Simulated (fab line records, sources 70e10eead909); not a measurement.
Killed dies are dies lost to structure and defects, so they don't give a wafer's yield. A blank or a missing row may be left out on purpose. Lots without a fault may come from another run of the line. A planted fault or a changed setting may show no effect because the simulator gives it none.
Chamber matching | flow nand_harc | NHARC_A_STAIRCASE_DEP_471 on pecvd-02: 3 sister chambers
The step deposits SiO2, target thk 100 nm. 6 wafers are shown with their chamber, then 12 later ones without.

WAFERS WITH THEIR CHAMBER
wafer  | chamber | throttle_valve_pct (%) | heater_power_w (W)
L091.1 | 2       | 16.0                   | 481
L091.5 | 2       | 15.7                   | 496
L091.6 | 0       | 15.0                   | 564
L093.2 | 0       | 15.0                   | 563
L093.3 | 1       | 14.5                   | 595
L093.6 | 1       | 14.4                   | 606

WAFERS WITHOUT THEIR CHAMBER
wafer  | throttle_valve_pct (%) | heater_power_w (W)
L093.1 | 15.9                   | 511
L093.4 | 15.8                   | 523
L093.5 | 15.3                   | 574
L094.3 | 15.4                   | 574
L094.5 | 15.1                   | 560
L094.6 | 14.4                   | 513
L095.2 | 15.8                   | 503
L095.4 | 14.4                   | 630
L095.6 | 14.9                   | 565
L097.1 | 14.3                   | 665
L097.2 | 16.0                   | 562
L097.6 | 16.3                   | 569

WHICH CHAMBER EACH WENT THROUGH
wafer  | from the rows above     | in truth
L093.1 | 2                       | 2
L093.4 | 2                       | 2
L093.5 | 0                       | 0
L094.3 | 0                       | 0
L094.5 | 0                       | 0
L094.6 | 0                       | 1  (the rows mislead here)
L095.2 | 2                       | 2
L095.4 | 1                       | 1
L095.6 | 0                       | 0
L097.1 | 1                       | 1
L097.2 | can't be placed: 0 or 2 | 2
L097.6 | can't be placed: 0 or 2 | 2
Placed correctly: 9 of 12. Can't be placed from these rows: 2 (the true chamber is among the candidates in 2). Placed wrongly: 1.
How it was worked out, from the rows above alone: a wafer's distance from a chamber is the root of the sum, over the readings, of the square of ((its reading less the chamber's mean) divided by the reading's scatter). The wafer belongs to the nearest chamber; if the next one is less than 2 further off, it can't be placed. A chamber's mean is the mean of its shown wafers. The scatter: the root of (the sum of the squares of (reading less its chamber's mean) over the shown wafers, divided by (wafers less chambers)).
